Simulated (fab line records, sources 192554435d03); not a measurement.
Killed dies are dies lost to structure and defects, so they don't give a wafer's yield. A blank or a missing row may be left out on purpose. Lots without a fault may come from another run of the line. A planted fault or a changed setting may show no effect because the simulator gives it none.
fab line records | flow n5_finfet
record lots=8 wafers=24 last_day=18
route steps=1938 shown BEOL_M12@1649 BEOL_M13@1659 PASSIVATION@1936
lots that met no fault: from a run of the same line without faults
start_h: hours from the record's first day to the start of the lot's first wafer shown | wait_h: hours since the lot's step before | " the same as in the row above | L1.1+2: a row that stands for several wafers | - no value, or no start given | * or withheld: withheld | < > ~ a bound
route shown NAME@n: a module of which the file shows steps, and the number in the route of the first | usual: mean/standard deviation of fault-free wafers | same: alike in all rows | chamber/n: place in a boat | sites: the reading at each site | _std_site: their standard deviation | _edge_site: outer sites' mean less inner sites' | radius_mm: how far each site lies from the wafer's centre | mask NAME#n: copy n | behind: the tool/chamber that last shaped the wafer | hold: why the lot was held/for how many hours/how that ended | device: the transistor (n, p or np) that didn't switch | end of line: the same wafers' tests at the end of the route | a step without rows: its recipe alone | killed: dies lost to structure and defects at the first sort, not the wafer's yield | map: a wafer's dies, x killed, . not, _ none there
set.NAME: the setting as run; set.NAME@STEP: as run at that earlier step | model.NAME: the simulator's own value behind a step, which no gauge read
steps of the route over a sample of lots; a table a step, a row a wafer
services: from which hour (start_h, from the record's first day; less than 0 if before it) a tool's chamber was out of use, for how many hours, and why
## steps
# step N5_BEOL_M12_SPUTTER_44
# recipe material=Ta target_thk_a=100 temp_c=50 bias_v=80 power_w=15000 chamber_pressure_pa=0.07 time_s=16.13
# usual throttle_valve_pct=30.1/0.79
# columns lot.wafer tool chamber start_h wait_h throttle_valve_pct
L954.1 pvd_sputter-03 - 262.84 0.0 30.8
L954.2 " - " " 30.8
L954.6 " - " " 30.8
L957.1 pvd_sputter-03 - 270.67 0.0 30.7
L957.2 " - " " 30.9
L957.6 " - " " 30.7
L960.1 pvd_sputter-01 - 298.42 0.0 29.4
L960.2 " - " " 29.5
L960.5 " - " " 28.3
L962.2 pvd_sputter-03 - 310.55 0.0 30.9
L962.4 " - " " 30.7
L962.6 " - " " 31.0
L971.2 pvd_sputter-02 - 352.36 0.0 29.6
L971.4 " - " " 30.8
L971.5 " - " " 29.3
L973.3 pvd_sputter-02 - 373.25 0.0 29.7
L973.4 " - " " 29.6
L973.6 " - " " 29.0
L974.4 pvd_sputter-02 - 374.11 0.0 29.9
L974.5 " - " " 28.9
L974.6 " - " " 29.6
L976.1 pvd_sputter-03 - 406.21 0.0 30.0
L976.4 " - " " 30.9
L976.5 " - " " 30.7
# step N5_BEOL_M12_CMP_49
# recipe stop_on=SiOC t_overpolish_s=20.6 down_force_psi=1 platen_rpm=50 clearing_platen_down_force_psi=1.5 clearing_platen_rpm=50 post_cmp_clean=cu_alkaline target_thk_nm=320 clearing_platen_pad_velocity_m_s=0.99484 pad_velocity_m_s=0.99484
# usual barrier_field_endpoint_s=30.3/0.78 clearing_platen_down_force_psi=1.5002/0.0027 motor_current_A=6.1/0.63 overpolish_run_s=20.600/0.0092
# columns lot.wafer tool chamber start_h wait_h barrier_field_endpoint_s clearing_platen_down_force_psi motor_current_A overpolish_run_s
L954.2 cmp-03 2 263.50 0.2 31.1 1.4985 6.0 20.615
L954.1 " 3 " " 30.9 1.5005 6.7 20.598
L954.6 " 2 " " 30.8 1.5008 6.3 20.599
L957.2 cmp-03 0 271.31 0.2 29.8 1.5018 5.7 20.609
L957.1 " 2 " " 31.3 1.4945 5.9 20.606
L957.6 " 0 " " 31.1 1.5000 6.3 20.599
L960.1 cmp-04 0 302.01 0.3 29.7 1.5021 6.6 20.604
L960.2 " 1 " " 29.4 1.5040 5.7 20.613
L960.5 " 0 " " 29.9 1.4999 7.0 20.603
L962.4 cmp-03 2 311.24 0.2 30.5 1.4966 6.2 20.594
L962.2 " 0 " " 29.8 1.4983 6.0 20.596
L962.6 " 2 " " 31.2 1.4998 6.1 20.601
L971.4 cmp-03 0 353.01 0.1 28.9 1.5055 6.3 20.599
L971.2 " 3 " " 31.2 1.4967 6.9 20.604
L971.5 " 1 " " 29.0 1.5020 6.6 20.605
L973.4 cmp-04 0 373.92 0.2 30.1 1.5031 6.3 20.600
L973.3 " 2 " " 29.5 1.5028 6.5 20.593
L973.6 " 0 " " 29.8 1.4998 6.7 20.588
L974.4 cmp-04 2 375.45 0.2 30.5 1.4991 6.1 20.604
L974.5 " 1 " " 30.0 1.5051 5.8 20.596
L974.6 " 2 " " 30.5 1.4988 6.3 20.598
L976.4 cmp-03 2 407.07 0.1 31.1 1.5003 6.3 20.606
L976.1 " 1 " " 29.9 1.4984 6.8 20.591
L976.5 " 2 " " 30.0 1.4992 5.9 20.601
# step N5_BEOL_M13_ILD_DEP_00
# recipe material=SiOC target_thk_a=8379.2 temp_c=350 precursor=DEMS/O2 pressure_torr=5 rf_w=500 time_s=166.4
# usual heater_power_w=445/48 rf_fwd_power_W=498.2/1.5 run_length_s=211.5/0.49 showerhead_plenum_p_Torr=5.689/0.015 throttle_valve_pct=11.9/0.72
# columns lot.wafer tool chamber start_h wait_h heater_power_w rf_fwd_power_W run_length_s showerhead_plenum_p_Torr throttle_valve_pct
L954.1 pecvd-04 2 263.98 0.0 422 498.8 211.9 5.684 11.1
L954.2 " 1 " " 490 496.7 212.3 5.679 11.3
L954.6 " 2 " " 442 497.0 212.1 5.681 10.8
L957.1 pecvd-04 2 271.79 0.0 454 499.2 212.6 5.665 11.0
L957.2 " 1 " " 474 497.5 211.9 5.658 11.7
L957.6 " 1 " " 469 496.9 211.3 5.674 11.4
L960.1 pecvd-04 1 302.49 0.0 499 496.8 303.6 5.673 11.4
L960.2 " 2 " " 413 499.4 211.8 5.667 11.0
L960.5 " 1 " " 397 498.2 303.0 5.678 11.5
L962.2 pecvd-04 1 311.68 0.0 398 497.8 303.0 5.671 11.4
L962.4 " 2 " " 354 497.2 212.1 5.693 11.1
L962.6 " 0 " " 503 497.9 211.2 5.714 12.0
L971.2 pecvd-01 0 353.50 0.0 435 500.6 211.0 5.703 12.1
L971.4 " 1 " " 425 495.8 211.0 5.702 13.7
L971.5 " 0 " " 456 497.0 210.8 5.697 12.2
L973.3 pecvd-04 2 374.37 0.0 406 498.0 212.1 5.677 11.0
L973.4 " 0 " " 432 499.3 211.4 5.699 11.7
L973.6 " 1 " " 469 496.5 211.6 5.692 11.5
L974.4 pecvd-04 1 375.96 0.1 445 496.4 211.5 5.671 11.2
L974.5 " 2 " " 437 499.0 212.4 5.681 11.0
L974.6 " 0 " " 444 500.0 211.2 5.700 11.8
L976.1 pecvd-01 1 407.55 0.0 395 499.9 211.1 5.675 13.4
L976.4 " 0 " " 369 499.6 210.9 5.693 12.1
L976.5 " 2 " " 364 499.4 211.8 5.669 11.6
# step N5_BEOL_M13_THK_MEAS_01
# recipe reads=SiOC_of_BEOL_M13_ILD_DEP_00
# usual M13_ILD_THK=838/10
# columns lot.wafer tool chamber start_h wait_h M13_ILD_THK[nm]
L954.1 film_metro-02 - 264.13 0.1 827
L954.2 " - " " 819
L954.6 " - " " 852
L957.1 film_metro-01 - 271.94 0.1 815
L957.2 " - " " 812
L957.6 " - " " 831
L960.1 film_metro-02 - 302.64 0.1 1274
L960.2 " - " " 840
L960.5 " - " " 1298
L962.2 film_metro-02 - 311.83 0.1 1283
L962.4 " - " " 841
L962.6 " - " " 838
L971.2 film_metro-02 - 353.65 0.1 825
L971.4 " - " " 841
L971.5 " - " " 840
L973.3 film_metro-02 - 374.52 0.1 845
L973.4 " - " " 855
L973.6 " - " " 842
L974.4 film_metro-02 - 376.05 0.0 853
L974.5 " - " " 860
L974.6 " - " " 847
L976.1 film_metro-01 - 407.70 0.1 826
L976.4 " - " " 846
L976.5 " - " " 854
# step N5_BEOL_M13_INSPECT_12
# recipe mode=adi inspect_instrument=macro
# usual raw_defect_count=2.1/1.4
# columns lot.wafer tool chamber start_h wait_h raw_defect_count
L954.1 defect_inspect-01 - 264.65 0.0 1
L954.2 " - " " 5
L954.6 " - " " 6
L957.1 defect_inspect-01 - 272.30 0.0 1
L957.2 " - " " 4
L957.6 " - " " 2
L960.1 defect_inspect-01 - 303.00 0.0 4
L960.2 " - " " 1
L960.5 " - " " 2
L962.2 defect_inspect-01 - 312.19 0.0 3
L962.4 " - " " 1
L962.6 " - " " 2
L971.2 defect_inspect-02 - 354.00 0.0 1
L971.4 " - " " 2
L971.5 " - " " 2
L973.3 defect_inspect-01 - 375.00 0.0 1
L973.4 " - " " 2
L973.6 " - " " 2
L974.4 defect_inspect-02 - 376.53 0.0 0
L974.5 " - " " 3
L974.6 " - " " 3
L976.1 defect_inspect-01 - 408.19 0.0 2
L976.4 " - " " 5
L976.5 " - " " 0
# step N5_BEOL_M13_STRIP_63
# recipe chemistry=N2/H2 power_w=1000 temp_c=250 h2_frac=0.65 overash_fraction=0.3 pressure_mtorr=1000 n2_flow_sccm=1750 h2_flow_sccm=3250
# usual drypump_motor_current_A=5.5/0.41 heater_power_w=307/27 oes_product_au=0.674/0.0047 strip_time_to_endpoint_s=28.0/1.1
# columns lot.wafer tool chamber start_h wait_h drypump_motor_current_A heater_power_w oes_product_au rf_hours_counter_h strip_time_to_endpoint_s
L954.1 plasma_asher-02 1 265.07 - 5.1 268 0.679 73 29.5
L954.2 " 0 " " 5.4 328 0.671 73 29.1
L954.6 " 1 " " 5.1 266 0.678 - 27.3
L957.1 plasma_asher-01 1 272.66 - 6.3 311 0.676 127 30.4
L957.2 " 0 " " 5.6 341 0.680 127 30.8
L957.6 " 1 " " 6.3 312 0.672 - 28.2
L960.1 plasma_asher-02 0 303.35 - 5.4 328 0.229 79 0.0
L960.2 " 1 " " 5.1 265 0.674 79 27.9
L960.5 " 0 " " 5.4 325 0.232 - 0.0
L962.2 plasma_asher-02 1 312.55 - 5.1 270 0.239 80 0.0
L962.4 " 1 " " 5.1 271 0.670 - 27.8
L962.6 " 0 " " 5.4 327 0.674 - 28.3
L971.2 plasma_asher-02 1 354.36 - 5.1 264 0.675 90 29.3
L971.4 " 0 " " 5.4 330 0.667 - 27.8
L971.5 " 1 " " 5.1 277 0.672 - 27.5
L973.3 plasma_asher-01 0 375.38 - 5.6 329 0.674 - 26.6
L973.4 " 1 " " 6.3 318 0.669 - 26.1
L973.6 " 1 " " 6.3 315 0.673 - 26.9
L974.4 plasma_asher-01 0 377.28 - 5.6 325 0.678 - 27.0
L974.5 " 0 " " 5.6 327 0.667 - 25.9
L974.6 " 1 " " 6.3 315 0.677 - 27.2
L976.1 plasma_asher-02 1 408.54 - 5.1 269 0.679 96 29.4
L976.4 " 0 " " 5.4 330 0.673 - 27.1
L976.5 " 1 " " 5.1 265 0.664 - 26.8
# step N5_BEOL_M13_STRIP_64
# recipe chemistry=N2/H2 power_w=1000 temp_c=250 h2_frac=0.65 overash_fraction=0.3 pressure_mtorr=withheld n2_flow_sccm=1750 h2_flow_sccm=3250
# usual drypump_motor_current_A=5.5/0.41 heater_power_w=307/28 oes_product_au=0.714/0.0043 strip_time_to_endpoint_s=31.35/0.081
# columns lot.wafer tool chamber start_h wait_h drypump_motor_current_A heater_power_w oes_product_au rf_hours_counter_h strip_time_to_endpoint_s
L954.1 plasma_asher-02 1 265.13 0.0 5.1 273 0.710 73 31.39
L954.2 " 0 " " 5.4 331 0.710 73 31.42
L954.6 " 1 " " 5.1 269 0.721 - 31.32
L957.1 plasma_asher-01 1 272.72 0.0 6.3 310 0.715 127 31.41
L957.2 " 0 " " 5.6 332 0.716 127 31.35
L957.6 " 1 " " 6.3 316 0.714 - 31.38
L960.1 plasma_asher-02 0 303.41 0.0 5.4 332 0.647 79 15.30
L960.2 " 1 " " 5.1 265 0.709 79 31.33
L960.5 " 0 " " 5.4 334 0.619 - 13.24
L962.2 plasma_asher-02 1 312.61 0.0 5.1 269 0.637 80 14.73
L962.4 " 1 " " 5.1 261 0.710 - 31.41
L962.6 " 0 " " 5.4 321 0.713 - 31.45
L971.2 plasma_asher-02 1 354.42 0.0 5.1 267 0.717 90 31.31
L971.4 " 0 " " 5.4 327 0.713 - 31.40
L971.5 " 1 " " 5.1 271 0.722 - 31.39
L973.3 plasma_asher-01 0 375.44 0.0 5.7 345 0.714 - 31.21
L973.4 " 1 " " 6.3 316 0.720 - 31.17
L973.6 " 1 " " 6.3 320 0.712 - 31.19
L974.4 plasma_asher-01 0 377.34 0.0 5.6 330 0.713 - 31.45
L974.5 " 0 " " 5.6 338 0.714 - 31.43
L974.6 " 1 " " 6.3 314 0.712 - 31.53
L976.1 plasma_asher-02 1 408.60 0.0 5.1 264 0.710 96 31.43
L976.4 " 0 " " 5.4 318 0.715 - 31.44
L976.5 " 1 " " 5.1 271 0.715 - 31.39
# step N5_BEOL_M13_CD_MEAS_17
# recipe target_cd_nm=190 polarity=opening
# usual cd_nm=189.7/1.6
# columns lot.wafer tool chamber start_h wait_h cd_nm
L954.1 cd_sem-01 - 265.28 0.0 187.2
L954.2 " - " " 190.9
L954.6 " - " " 189.7
L957.1 cd_sem-02 - 272.86 0.0 188.1
L957.2 " - " " 187.3
L957.6 " - " " 187.8
L960.1 cd_sem-02 - 303.56 0.0 196.1
L960.2 " - " " 191.8
L960.5 " - " " 200.5
L962.2 cd_sem-03 - 312.75 0.0 196.9
L962.4 " - " " 188.9
L962.6 " - " " 190.4
L971.2 cd_sem-01 - 354.57 0.0 187.6
L971.4 " - " " 189.2
L971.5 " - " " 189.1
L973.3 cd_sem-03 - 375.57 0.0 189.6
L973.4 " - " " 189.9
L973.6 " - " " 188.5
L974.4 cd_sem-02 - 377.47 0.0 191.0
L974.5 " - " " 189.3
L974.6 " - " " 188.7
L976.1 cd_sem-03 - 408.75 0.0 188.2
L976.4 " - " " 191.6
L976.5 " - " " 191.5
# step N5_PASSIVATION_PROBE_49
# usual defect_limited_yield=91.4/1.4 killed_at_M0_to_M3=33/11 killed_at_M4_up=13/5.3 killed_at_contacts=13/6.1 killed_at_front_end=40/11 killed_at_other=2.9/2.7 killed_dies=102/17 killed_open=68/13 killed_short=32/7.5 sort_bin_4_leakage=0.00/0.022 sort_bin_5_function=5.1/0.98 sort_bin_6_memory=3.2/0.69 sort_n_pass=1077/21 sort_yield_pct=91.3/1.7
# same gross_dies=1180 killed_at_back_side=0 sort_bin_8_speed[%]=0
# columns lot.wafer tool chamber start_h wait_h defect_limited_yield[%] killed_at_M0_to_M3 killed_at_M4_up killed_at_contacts killed_at_front_end killed_at_other killed_dies killed_open killed_short sort_bin_4_leakage[%] sort_bin_5_function[%] sort_bin_6_memory[%] sort_n_pass sort_yield_pct[%]
L954.1 prober-02 - 309.07 0.0 89.7 41 23 18 37 3 122 86 33 0 5.9 4.2 1058 89.7
L954.2 prober-02 - 309.12 0.1 89.1 43 15 17 52 2 129 97 26 0 6.4 4.0 1051 89.1
L954.6 prober-02 - 309.32 0.3 91.0 30 15 13 37 11 106 76 28 0 5.3 3.4 1074 91.0
L957.1 prober-02 - 316.77 0.0 89.4 44 11 7 57 6 125 86 37 0 5.6 4.6 1055 89.4
L957.2 prober-02 - 316.82 0.1 94.2 22 14 7 26 0 69 47 20 0 3.3 2.0 1111 94.2
L957.6 prober-02 - 317.02 0.3 90.4 26 14 7 65 1 113 79 34 0 5.3 3.8 1067 90.4
L960.1 prober-02 - 340.53 0.0 91.5 29 23 9 39 0 100 69 29 0 5.3 2.8 1080 91.5
L960.2 prober-02 - 340.58 0.1 90.5 28 14 18 52 0 112 76 29 0 5.3 3.6 1068 90.5
L960.5 prober-02 - 340.73 0.2 92.1 39 21 8 22 3 93 60 32 0 4.9 2.3 1087 92.1
L962.2 prober-01 - 349.37 0.1 93.6 14 10 7 44 0 75 45 28 0 3.8 2.5 1105 93.6
L962.4 prober-01 - 349.47 0.2 91.4 35 16 9 39 2 101 72 27 0 5.3 2.9 1079 91.4
L962.6 prober-01 - 349.57 0.3 94.2 22 13 6 25 2 68 43 22 0 3.0 2.5 1112 94.2
L971.2 prober-02 - 395.53 0.1 90.7 21 16 8 60 5 110 68 42 0 4.8 4.2 1070 90.7
L971.4 prober-02 - 395.63 0.2 90.3 22 11 23 58 1 115 70 42 0 5.8 3.4 1065 90.3
L971.5 prober-02 - 395.68 0.2 91.3 20 13 11 56 3 103 66 37 0 5.5 3.0 1077 91.3
L973.3 prober-01 - 409.07 0.1 90.2 38 10 34 30 4 116 80 35 0 5.8 3.7 1064 90.2
L973.4 prober-01 - 409.12 0.2 89.1 40 9 22 45 13 129 91 35 0 6.3 4.5 1051 89.1
L973.6 prober-01 - 409.22 0.3 90.9 34 18 30 21 4 107 81 25 0 5.1 3.7 1073 90.9
L974.4 prober-02 - 411.35 0.2 91.0 30 16 13 43 4 106 72 33 0.08 6.4 2.3 1073 90.9
L974.5 prober-02 - 411.40 0.2 93.3 36 11 7 24 1 79 49 29 0 3.5 3.0 1101 93.3
L974.6 prober-02 - 411.45 0.3 89.5 52 16 9 44 3 124 83 40 0 6.4 4.0 1056 89.5
L976.1 prober-02 - 437.13 0.0 92.2 38 10 6 35 3 92 56 36 0 4.7 2.7 1088 92.2
L976.4 prober-02 - 437.28 0.2 92.1 35 5 9 41 3 93 66 25 0 5.1 2.6 1087 92.1
L976.5 prober-02 - 437.33 0.2 91.8 29 12 13 42 1 97 63 32 0 5.4 2.5 1083 91.8
# killed by level:class
L954.1 BEOL_M4:geometric_particle:open=16 MOL_CONTACT_COAG:geometric_particle:open=13 DUMMY_GATE:geometric_particle:open=12 BEOL_M0_SAQP:geometric_particle:short=11 BEOL_M3:geometric_particle:open=9 BEOL_M0_SAQP:geometric_particle:open=7 GATE_CUT:geometric_particle:short=6 STARTING-WAFER:geometric_particle:open=6
L954.2 STI_FIN_REVEAL:geometric_particle:open=14 MOL_CONTACT_COAG:geometric_particle:open=14 BEOL_M1:geometric_particle:open=12 BEOL_M0_SAQP:geometric_particle:open=11 BEOL_M4:geometric_particle:open=10 DUMMY_GATE:geometric_particle:open=9 BEOL_M2:geometric_particle:open=6 STARTING-WAFER:geometric_particle:open=6
L954.6 BEOL_M1:geometric_particle:open=10 BEOL_M4:geometric_particle:open=10 STI_FIN_REVEAL:geometric_particle:open=9 DUMMY_GATE:geometric_particle:open=9 MOL_CONTACT_COAG:geometric_particle:open=9 FIN_SAQP:geometric_particle:open=6 BEOL_M0_SAQP:geometric_particle:open=6 PASS1_CAP:geometric_particle:short=5
L957.1 BEOL_M0_SAQP:geometric_particle:open=18 STI_FIN_REVEAL:geometric_particle:open=12 FIN_SAQP:geometric_particle:short=8 BEOL_M2:geometric_particle:open=8 FIN_SAQP:geometric_particle:open=6 MOL_CONTACT_COAG:geometric_particle:open=6 BEOL_M3:geometric_particle:short=6 BEOL_M3:geometric_particle:open=6
L957.2 BEOL_M2:geometric_particle:open=8 STARTING-WAFER:geometric_particle:open=7 STI_FIN_REVEAL:geometric_particle:open=5 MOL_CONTACT_COAG:geometric_particle:open=4 BEOL_M1:geometric_particle:short=4 BEOL_M4:geometric_particle:open=4 FIN_SAQP:geometric_particle:open=3 GATE_CUT:geometric_particle:short=3
L957.6 STI_FIN_REVEAL:geometric_particle:open=21 FIN_SAQP:geometric_particle:open=11 BEOL_M4:geometric_particle:open=9 FIN_SAQP:geometric_particle:short=8 BEOL_M0_SAQP:geometric_particle:short=7 MOL_CONTACT_COAG:geometric_particle:open=6 BEOL_M0_SAQP:geometric_particle:open=6 STARTING-WAFER:geometric_particle:open=6
L960.1 BEOL_M2:geometric_particle:open=10 BEOL_M4:geometric_particle:open=10 FIN_SAQP:geometric_particle:short=9 STI_FIN_REVEAL:geometric_particle:open=9 MOL_CONTACT_COAG:geometric_particle:open=9 BEOL_M0_SAQP:geometric_particle:open=8 FIN_SAQP:geometric_particle:open=5 STI_FIN_REVEAL:geometric_particle:short=4
L960.2 STI_FIN_REVEAL:geometric_particle:open=17 MOL_CONTACT_COAG:geometric_particle:open=14 FIN_SAQP:geometric_particle:open=12 BEOL_M0_SAQP:geometric_particle:open=9 BEOL_M0_SAQP:geometric_particle:short=8 FIN_SAQP:geometric_particle:short=6 BEOL_M4:geometric_particle:open=5 MOL_CONTACT_COAG:geometric_particle:short=4
L960.5 BEOL_M2:geometric_particle:open=12 BEOL_M4:geometric_particle:open=11 BEOL_M0_SAQP:geometric_particle:short=8 FIN_SAQP:geometric_particle:short=7 MOL_CONTACT_COAG:geometric_particle:open=5 BEOL_M0_SAQP:geometric_particle:open=5 BEOL_M3:geometric_particle:open=5 DUMMY_GATE:geometric_particle:open=3
L962.2 STI_FIN_REVEAL:geometric_particle:open=14 FIN_SAQP:geometric_particle:short=11 FIN_SAQP:geometric_particle:open=4 MOL_CONTACT_COAG:geometric_particle:open=4 BEOL_M4:geometric_particle:open=4 GATE_CUT:geometric_particle:short=3 MOL_CONTACT_COAG:geometric_particle:short=3 BEOL_M0_SAQP:geometric_particle:open=3
L962.4 FIN_SAQP:geometric_particle:short=12 BEOL_M0_SAQP:geometric_particle:open=8 DUMMY_GATE:geometric_particle:open=7 MOL_CONTACT_COAG:geometric_particle:open=7 BEOL_M1:geometric_particle:open=7 BEOL_M2:geometric_particle:open=7 FIN_SAQP:geometric_particle:open=6 STI_FIN_REVEAL:geometric_particle:open=6
L962.6 DUMMY_GATE:geometric_particle:open=8 BEOL_M4:geometric_particle:open=7 MOL_CONTACT_COAG:geometric_particle:open=5 BEOL_M0_SAQP:geometric_particle:short=5 BEOL_M3:geometric_particle:open=5 FIN_SAQP:geometric_particle:short=3 BEOL_M0_SAQP:geometric_particle:open=3 BEOL_M1:geometric_particle:open=3
L971.2 FIN_SAQP:geometric_particle:open=14 FIN_SAQP:geometric_particle:short=11 STI_FIN_REVEAL:geometric_particle:open=11 GATE_CUT:geometric_particle:short=9 BEOL_M4:geometric_particle:open=7 MOL_CONTACT_COAG:geometric_particle:open=5 BEOL_M0_SAQP:geometric_particle:open=5 BEOL_M0_SAQP:geometric_particle:short=4
L971.4 FIN_SAQP:geometric_particle:open=23 MOL_CONTACT_COAG:geometric_particle:open=17 FIN_SAQP:geometric_particle:short=12 BEOL_M0_SAQP:geometric_particle:short=7 STI_FIN_REVEAL:geometric_particle:open=5 BEOL_M0_SAQP:geometric_particle:open=5 MOL_CONTACT_COAG:geometric_particle:short=4 ILD0:geometric_particle:short=4
L971.5 STI_FIN_REVEAL:geometric_particle:open=14 FIN_SAQP:geometric_particle:short=14 FIN_SAQP:geometric_particle:open=10 MOL_CONTACT_COAG:geometric_particle:open=9 BEOL_M4:geometric_particle:open=9 GATE_CUT:geometric_particle:short=7 BEOL_M1:geometric_particle:open=6 BEOL_M0_SAQP:geometric_particle:short=5
L973.3 MOL_CONTACT_COAG:geometric_particle:open=31 BEOL_M0_SAQP:geometric_particle:short=8 BEOL_M1:geometric_particle:open=8 BEOL_M3:geometric_particle:open=8 GATE_CUT:geometric_particle:short=6 BEOL_M0_SAQP:geometric_particle:open=5 STI_FIN_REVEAL:geometric_particle:open=4 BEOL_M2:geometric_particle:open=4
L973.4 STI_FIN_REVEAL:geometric_particle:open=19 MOL_CONTACT_COAG:geometric_particle:open=19 BEOL_M0_SAQP:geometric_particle:short=9 BEOL_M1:geometric_particle:open=9 BEOL_M4:geometric_particle:open=7 BEOL_M0_SAQP:geometric_particle:open=6 BEOL_M2:geometric_particle:open=6 PASS1_CAP:geometric_particle:open=5
L973.6 MOL_CONTACT_COAG:geometric_particle:open=25 BEOL_M0_SAQP:geometric_particle:open=11 BEOL_M2:geometric_particle:open=10 BEOL_M4:geometric_particle:open=10 MOL_CONTACT_COAG:geometric_particle:short=5 FIN_SAQP:geometric_particle:open=3 DUMMY_GATE:geometric_particle:short=3 ILD0:geometric_particle:open=3
L974.4 FIN_SAQP:geometric_particle:open=12 FIN_SAQP:geometric_particle:short=11 MOL_CONTACT_COAG:geometric_particle:open=9 BEOL_M4:geometric_particle:open=9 STI_FIN_REVEAL:geometric_particle:open=8 BEOL_M1:geometric_particle:open=8 BEOL_M0_SAQP:geometric_particle:open=7 DUMMY_GATE:geometric_particle:open=5
L974.5 STI_FIN_REVEAL:geometric_particle:open=10 BEOL_M3:geometric_particle:short=9 BEOL_M1:geometric_particle:open=7 MOL_CONTACT_COAG:geometric_particle:open=6 BEOL_M2:geometric_particle:open=6 BEOL_M3:geometric_particle:open=6 FIN_SAQP:geometric_particle:short=4 BEOL_M0_SAQP:geometric_particle:short=4
L974.6 FIN_SAQP:geometric_particle:open=17 BEOL_M2:geometric_particle:open=12 BEOL_M0_SAQP:geometric_particle:short=10 BEOL_M1:geometric_particle:open=9 STI_FIN_REVEAL:geometric_particle:open=8 MOL_CONTACT_COAG:geometric_particle:open=7 FIN_SAQP:geometric_particle:short=6 BEOL_M3:geometric_particle:short=6
L976.1 STI_FIN_REVEAL:geometric_particle:open=12 BEOL_M0_SAQP:geometric_particle:short=11 BEOL_M3:geometric_particle:open=10 BEOL_M0_SAQP:geometric_particle:open=7 BEOL_M4:geometric_particle:open=7 FIN_SAQP:geometric_particle:open=4 MOL_CONTACT_COAG:geometric_particle:open=4 BEOL_M1:geometric_particle:open=4
L976.4 DUMMY_GATE:geometric_particle:open=13 BEOL_M3:geometric_particle:open=12 BEOL_M1:geometric_particle:open=9 FIN_SAQP:geometric_particle:short=8 MOL_CONTACT_COAG:geometric_particle:open=8 STI_FIN_REVEAL:geometric_particle:open=6 BEOL_M0_SAQP:geometric_particle:open=5 FIN_SAQP:geometric_particle:open=3
L976.5 STI_FIN_REVEAL:geometric_particle:open=12 MOL_CONTACT_COAG:geometric_particle:open=12 FIN_SAQP:geometric_particle:short=9 BEOL_M1:geometric_particle:open=7 BEOL_M3:geometric_particle:open=6 FIN_SAQP:geometric_particle:open=5 STARTING-WAFER:geometric_particle:short=5 STI_FIN_REVEAL:geometric_particle:short=4
## services
# columns tool chamber start_h hours kind
cmp-03 - 242.57 - consumable_replace:conditioner
cmp-03 - 242.57 - consumable_replace:pad
pecvd-04 2 294.41 2.1 scheduled_down
cmp-04 - 339.24 4.0 pm
pecvd-04 - 343.24 1.7 repair
cmp-04 - 343.24 - consumable_replace:conditioner
cmp-04 - 343.24 - consumable_replace:pad
pvd_sputter-02 - 357.48 4.6 repair
plasma_asher-02 - 364.03 24.6 repair
## key
first_sign step=N5_BEOL_M13_ILD_DEP_00 reading=run_length_s direction=up sigmas=99+ usual=* struck=*
effect step=N5_BEOL_M13_THK_MEAS_01 reading=M13_ILD_THK direction=up sigmas=44 usual=838 struck=1285
effect step=N5_BEOL_M13_STRIP_63 reading=oes_product_au direction=down sigmas=93 usual=0.674 struck=0.233
effect step=N5_BEOL_M13_STRIP_64 reading=strip_time_to_endpoint_s direction=down sigmas=99+ usual=* struck=*
effect step=N5_BEOL_M13_CD_MEAS_17 reading=cd_nm direction=up sigmas=5.2 usual=189.7 struck=197.8
met_at N5_BEOL_M13_ILD_DEP_00
struck_lots L960,L962
struck_wafers L960.1,L960.5,L962.2
not_acting_at N5_BEOL_M12_SPUTTER_44,N5_BEOL_M12_CMP_49,N5_BEOL_M13_INSPECT_12
onset_between 271.79 302.49
fault kind=process_parameter_drift tool=pecvd-04 chamber=1 onset_h=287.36 steps=N5_BEOL_M13_ILD_DEP_00 channel=time_s offset=* shape=step end_h=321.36 acts_in=* stated=*
